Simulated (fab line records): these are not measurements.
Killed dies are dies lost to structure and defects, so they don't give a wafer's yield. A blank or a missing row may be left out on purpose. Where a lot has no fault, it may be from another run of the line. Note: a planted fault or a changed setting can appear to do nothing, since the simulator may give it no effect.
Matching of chambers :: flow nand_harc :: NHARC_P_M0_PRE_CLEAN_31 on pecvd-04 has 3 sister chambers
The step time 12 s. 6 wafers are shown with their chamber, then 11 later ones without.

== WAFERS, EACH WITH ITS CHAMBER ==
wafer: L082.4
chamber: 2
heater_power_w (W): 592
rf_fwd_power_W (W): 292.1

wafer: L085.5
chamber: 2
heater_power_w (W): 560
rf_fwd_power_W (W): 292.7

wafer: L087.2
chamber: 0
heater_power_w (W): 680
rf_fwd_power_W (W): 293.4

wafer: L087.3
chamber: 0
heater_power_w (W): 687
rf_fwd_power_W (W): 292.8

wafer: L087.4
chamber: 1
heater_power_w (W): 571
rf_fwd_power_W (W): 292.8

wafer: L091.1
chamber: 1
heater_power_w (W): 603
rf_fwd_power_W (W): 291.9

== WAFERS WHOSE CHAMBER IS MISSING ==
wafer: L091.3
heater_power_w (W): 753
rf_fwd_power_W (W): 291.9

wafer: L091.4
heater_power_w (W): 635
rf_fwd_power_W (W): 293.3

wafer: L094.2
heater_power_w (W): 573
rf_fwd_power_W (W): 292.8

wafer: L094.5
heater_power_w (W): 710
rf_fwd_power_W (W): 290.7

wafer: L094.6
heater_power_w (W): 584
rf_fwd_power_W (W): 292.5

wafer: L095.1
heater_power_w (W): 660
rf_fwd_power_W (W): 292.0

wafer: L095.4
heater_power_w (W): 648
rf_fwd_power_W (W): 292.4

wafer: L095.5
heater_power_w (W): 644
rf_fwd_power_W (W): 291.6

wafer: L097.1
heater_power_w (W): 520
rf_fwd_power_W (W): 293.8

wafer: L097.2
heater_power_w (W): 604
rf_fwd_power_W (W): 292.0

wafer: L097.6
heater_power_w (W): 518
rf_fwd_power_W (W): 294.3

== WHICH CHAMBER EACH ONE RAN IN ==
wafer: L091.3
from the rows above: 0
in truth: 0

wafer: L091.4
from the rows above: can't be placed: 0 or 1 or 2
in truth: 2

wafer: L094.2
from the rows above: can't be placed: 2 or 1
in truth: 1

wafer: L094.5
from the rows above: 0
in truth: 0

wafer: L094.6
from the rows above: can't be placed: 1 or 2
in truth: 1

wafer: L095.1
from the rows above: can't be placed: 0 or 1
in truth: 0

wafer: L095.4
from the rows above: can't be placed: 0 or 1 or 2
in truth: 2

wafer: L095.5
from the rows above: can't be placed: 1 or 0 or 2
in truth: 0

wafer: L097.1
from the rows above: can't be placed: 2 or 1
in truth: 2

wafer: L097.2
from the rows above: can't be placed: 1 or 2
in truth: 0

wafer: L097.6
from the rows above: can't be placed: 2 or 1
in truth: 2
Correct placement for 2 of the 11. From these rows, 9 cannot be placed; in 8 the true chamber is one of the candidates. 0 placed wrongly.
How it was worked out, from the rows above alone: a wafer's distance from a chamber is the root of the sum, over the readings, of the square of ((its reading less the chamber's mean) divided by the reading's scatter). If the next closest chamber is less than 2 further off than the closest, the wafer can't be placed; otherwise it belongs to the closest. For every chamber, the mean is computed from those of its wafers that are shown. The scatter: take each reading less its chamber's mean, square it, sum over the shown wafers, divide by the number of wafers less the number of chambers, and take the root.
